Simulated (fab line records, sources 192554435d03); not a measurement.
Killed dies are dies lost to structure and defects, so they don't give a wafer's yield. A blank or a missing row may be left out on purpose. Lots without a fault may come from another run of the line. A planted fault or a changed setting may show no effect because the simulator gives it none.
Chamber matching | flow n5_finfet | N5_BEOL_M9_DESCUM_33 on rie_diel-06: 4 sister chambers
The step chemistry O2, time 7 s. 16 wafers are shown with their chamber, then 8 later ones without.

WAFERS WITH THEIR CHAMBER
wafer  | chamber | drypump_motor_current_A (A) | showerhead_plenum_p_Torr (Torr) | throttle_valve_pct (%)
L074.2 | 0       | 5.1                         | 1.99                            | 20.39
L074.3 | 3       | 6.5                         | 2.17                            | 20.27
L074.4 | 1       | 6.6                         | 2.20                            | 19.99
L075.2 | 3       | 6.5                         | 2.17                            | 20.27
L075.4 | 1       | 6.6                         | 2.20                            | 20.00
L075.5 | 3       | 6.4                         | 2.17                            | 20.29
L076.1 | 3       | 6.5                         | 2.17                            | 20.26
L076.3 | 1       | 6.6                         | 2.20                            | 20.00
L076.4 | 1       | 6.6                         | 2.20                            | 19.98
L081.1 | 0       | 5.1                         | 1.98                            | 20.41
L081.2 | 3       | 6.4                         | 2.17                            | 20.30
L081.3 | 1       | 6.6                         | 2.20                            | 20.01
L085.2 | 2       | 5.9                         | 2.05                            | 20.31
L085.3 | 3       | 6.5                         | 2.16                            | 20.30
L085.6 | 0       | 5.1                         | 1.98                            | 20.41
L089.1 | 1       | 6.6                         | 2.19                            | 20.04

SIGNATURES (means of the wafers above)
reading                  | chamber 0 | chamber 1 | chamber 2 | chamber 3 | scatter within a chamber
drypump_motor_current_A  | 5.100     | 6.600     | 5.900     | 6.467     | 0.0333
showerhead_plenum_p_Torr | 1.9833    | 2.1983    | 2.0500    | 2.1683    | 0.00441
throttle_valve_pct       | 20.4033   | 20.0033   | 20.3100   | 20.2817   | 0.018
Rule: a wafer's distance from a chamber is the root of the sum, over the readings, of the square of ((its reading less the chamber's mean) divided by the reading's scatter). The wafer belongs to the nearest chamber; if the next one is less than 2 further off, it can't be placed. The scatter: the root of (the sum of the squares of (reading less its chamber's mean) over the shown wafers, divided by (wafers less chambers)).

WAFERS WITHOUT THEIR CHAMBER
wafer  | drypump_motor_current_A (A) | showerhead_plenum_p_Torr (Torr) | throttle_valve_pct (%)
L089.5 | 6.6                         | 2.19                            | 20.02
L089.6 | 5.1                         | 1.98                            | 20.42
L096.1 | 6.5                         | 2.16                            | 20.33
L096.2 | 6.5                         | 2.19                            | 20.06
L096.3 | 5.9                         | 2.04                            | 20.33
L097.1 | 5.9                         | 2.04                            | 20.35
L097.4 | 6.6                         | 2.19                            | 20.06
L097.5 | 6.6                         | 2.19                            | 20.05

WHICH CHAMBER EACH WENT THROUGH
wafer  | from the rows above | in truth
L089.5 | 1                   | 1
L089.6 | 0                   | 0
L096.1 | 3                   | 3
L096.2 | 1                   | 1
L096.3 | 2                   | 2
L097.1 | 2                   | 2
L097.4 | 1                   | 1
L097.5 | 1                   | 1
Placed correctly: 8 of 8. Can't be placed from these rows: 0. Placed wrongly: 0.
